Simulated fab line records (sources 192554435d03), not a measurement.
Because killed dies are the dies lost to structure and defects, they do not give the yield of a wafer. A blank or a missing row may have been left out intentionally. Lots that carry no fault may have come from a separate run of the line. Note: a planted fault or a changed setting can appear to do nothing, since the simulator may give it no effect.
Matching of chambers ; flow n5-finfet ; 4 sister chambers for N5_BEOL_M3_DESCUM_16 on rie-diel-05
The step chemistry O2, time 7 s. 4 wafers are shown with their chamber, then 10 later ones without.

== WAFERS, EACH WITH ITS CHAMBER ==
wafer;chamber;showerhead-plenum-p-Torr (Torr)
L082.6;3;2.17
L084.3;1;1.97
L085.1;0;2.01
L085.4;2;2.16

== WAFERS WITH NO CHAMBER GIVEN ==
wafer;showerhead-plenum-p-Torr (Torr)
L085.6;1.97
L091.2;2.16
L091.3;2.00
L091.6;2.16
L093.1;2.16
L093.3;1.96
L093.6;2.16
L095.1;1.96
L095.3;2.16
L095.4;2.00

== CHAMBER TAKEN BY EACH ==
wafer;from the rows above;in truth
L085.6;1;1
L091.2;can't be placed: 2 or 3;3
L091.3;0;0
L091.6;can't be placed: 2 or 3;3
L093.1;can't be placed: 2 or 3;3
L093.3;1;1
L093.6;can't be placed: 2 or 3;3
L095.1;1;1
L095.3;can't be placed: 2 or 3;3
L095.4;0;0
5 of 10 placed correctly. Can't be placed from these rows: 5 (the true chamber is among the candidates in 5). Wrongly placed: 0.
How it was worked out, from the rows above alone: a wafer's distance from a chamber is the root of the sum, over the readings, of the square of ((its reading less the chamber's mean) divided by the reading's scatter). If the next closest chamber is less than 2 further off than the closest, the wafer can't be placed; otherwise it belongs to the closest. For every chamber, the mean is computed from those of its wafers that are shown. The scatter (one wafer shown for each chamber): square how far every hidden wafer sits from the nearest shown wafer, average those squares and take the square root.
